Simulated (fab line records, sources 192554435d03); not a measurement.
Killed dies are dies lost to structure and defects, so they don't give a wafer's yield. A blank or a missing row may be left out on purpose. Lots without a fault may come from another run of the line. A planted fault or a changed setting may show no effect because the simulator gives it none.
Problem report in the 8D (eight disciplines) form, filled by code | flow n5_finfet | the parts of the form that need people (team, actions taken, sign-off) are left out

1. THE PROBLEM
trench_depth_nm at N5_BEOL_M1_OCD_MEAS_38 reads a mean of 46.4 nm on 3 wafers of 2 lots; wafers without a fault read 54.9 nm with a standard deviation of 1.3. That is -6.5 standard deviations from the usual mean.
First seen on wafer L437.1, day 8 11:38, on ocd-02. The record holds 24 wafers of 8 lots with a number at this step. Rule for "out", or "out of limits": more than 4 standard deviations from the usual mean. The other wafers with a number count as sound.

2. WHAT IT IS AND WHAT IT IS NOT
question                    | is                     | is not
which readings at this step | trench_depth_nm        | -
which lots                  | L437, L438             | L428, L429, L431, L440, L445, L450
which wafers of those lots  | L437.1, L437.3, L438.5 | L437.2, L438.2, L438.4
read on which gauges        | ocd-02                 | ocd-01
when                        | from day 8 11:38       | up to then (10 sound wafers); but 11 sound wafers of L438, L440, L445, L450 came after

3. SUSPECTS, AND WHAT RULES EACH OUT
Counting: a tool at a process step up to the reading stays a suspect if it ran every lot that is out. Sound lots after the first of them don't rule it out here, since some wafers of a struck lot are sound.
- the gauge at N5_BEOL_M1_OCD_MEAS_38: kept. All the wafers that are out were read on ocd-02, and no step on other tools shows them out.
- rie_diel-02 at N5_BEOL_M1_ETCH_70 (etches SOC in N2/H2, target depth 80 nm, overetch 16 nm, time 120 s): kept. It ran every lot that is out, first L437 (day 8 11:17); its last sound lot up to then is L431 (day 7 01:50).
- rie_diel-02 at N5_BEOL_M1_STRIP_36 (strips in N2/H2): kept. It ran every lot that is out, first L437 (day 8 11:26); its last sound lot up to then is L431 (day 7 01:59).
- rie_diel-02 at N5_BEOL_M1_TRENCH_ETCH_37 (etches SiOC in C4F6/O2, target depth 55.207 nm, time 29 s): kept. It ran every lot that is out, first L437 (day 8 11:29); its last sound lot up to then is L431 (day 7 02:02).
Left after counting: rie_diel-02 at N5_BEOL_M1_ETCH_70, rie_diel-02 at N5_BEOL_M1_STRIP_36, rie_diel-02 at N5_BEOL_M1_TRENCH_ETCH_37, ocd-02 at N5_BEOL_M1_OCD_MEAS_38.

4. THE CAUSE (what the simulator had put in)
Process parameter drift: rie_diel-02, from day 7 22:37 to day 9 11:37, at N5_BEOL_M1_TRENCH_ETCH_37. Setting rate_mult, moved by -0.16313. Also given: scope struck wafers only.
Counting left 4 suspects, and this tool is among them.

5. THE CHAIN OF EFFECTS, in route order
Each row: a reading whose mean over the struck wafers that have a number lies more than 3 standard deviations from the usual. Only readings for which the record gives a usual standard deviation are gone through. hours: the time from each lot's start at the first step in this table that gives one to its start at this step, as a median over the lots. sigmas: the change in usual standard deviations.
hours | step                   | reading         | usual   | on struck wafers | change | sigmas
0     | N5_BEOL_M1_OCD_MEAS_38 | trench_depth_nm | 54.9 nm | 46.4             | -8.5   | -6.5
Later measuring or inspecting steps at which every struck wafer that the step has a row for has a number for every such reading, and none has moved that far: N5_BEOL_M4_RC_MEAS_101.

6. WHAT WOULD HAVE CAUGHT IT SOONER
In this record the first reading out of limits at a measuring or inspecting step was taken at day 8 11:38, 13 hours after the fault began at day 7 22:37.
Of the tool readings at N5_BEOL_M1_TRENCH_ETCH_37 for which the record gives a usual standard deviation, none was out on any struck wafer, so an alarm limit of 4 standard deviations on them would not have fired.
Of the lots that are out (2), L438 began N5_BEOL_M1_TRENCH_ETCH_37 on rie_diel-02 after day 8 11:38. A hold on the tool at that time would have spared it.
